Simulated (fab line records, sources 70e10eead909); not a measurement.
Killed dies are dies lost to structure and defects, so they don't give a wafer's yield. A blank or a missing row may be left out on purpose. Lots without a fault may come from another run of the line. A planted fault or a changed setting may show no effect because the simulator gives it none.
Chamber matching | flow nand_harc | NHARC_A_CONTACT_ALD_18 on ald_metal-01: 4 sister chambers
The step deposits TiN, target thk 3 nm, pulse time 1 s, ald cycles 150. 16 wafers are shown with their chamber, then 8 later ones without.

WAFERS WITH THEIR CHAMBER
wafer  | chamber | heater_power_w (W) | precursor_pulse_height_rel
L074.1 | 1       | 951                | 0.977
L074.5 | 3       | 984                | 0.980
L074.6 | 0       | 1079               | 1.001
L079.2 | 1       | 919                | 0.983
L079.3 | 3       | 968                | 0.995
L079.6 | 1       | 973                | 1.026
L077.2 | 0       | 1068               | 1.028
L077.3 | 1       | 938                | 1.042
L077.5 | 1       | 931                | 0.936
L082.3 | 3       | 975                | 1.006
L082.4 | 2       | 1247               | 1.014
L082.6 | 3       | 961                | 0.976
L084.1 | 1       | 952                | 0.998
L084.4 | 0       | 1079               | 0.968
L084.5 | 2       | 1218               | 1.016
L088.1 | 3       | 957                | 0.993

SIGNATURES (means of the wafers above)
reading                    | chamber 0 | chamber 1 | chamber 2 | chamber 3 | scatter within a chamber
heater_power_w             | 1075.33   | 944.00    | 1232.50   | 969.00    | 15.2
precursor_pulse_height_rel | 0.99900   | 0.99367   | 1.01500   | 0.99000   | 0.0282
Rule: a wafer's distance from a chamber is the root of the sum, over the readings, of the square of ((its reading less the chamber's mean) divided by the reading's scatter). The wafer belongs to the nearest chamber; if the next one is less than 2 further off, it can't be placed. The scatter: the root of (the sum of the squares of (reading less its chamber's mean) over the shown wafers, divided by (wafers less chambers)).

WAFERS WITHOUT THEIR CHAMBER
wafer  | heater_power_w (W) | precursor_pulse_height_rel
L088.4 | 1065               | 0.972
L088.5 | 951                | 1.008
L089.2 | 1124               | 0.999
L089.3 | 942                | 0.992
L089.6 | 1105               | 1.000
L094.1 | 979                | 1.044
L094.4 | 1113               | 1.013
L094.6 | 907                | 1.011

WHICH CHAMBER EACH WENT THROUGH
wafer  | from the rows above     | in truth
L088.4 | 0                       | 0
L088.5 | can't be placed: 1 or 3 | 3
L089.2 | 0                       | 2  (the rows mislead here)
L089.3 | can't be placed: 1 or 3 | 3
L089.6 | 0                       | 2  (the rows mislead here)
L094.1 | can't be placed: 3 or 1 | 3
L094.4 | 0                       | 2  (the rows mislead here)
L094.6 | can't be placed: 1 or 3 | 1
Placed correctly: 1 of 8. Can't be placed from these rows: 4 (the true chamber is among the candidates in 4). Placed wrongly: 3.
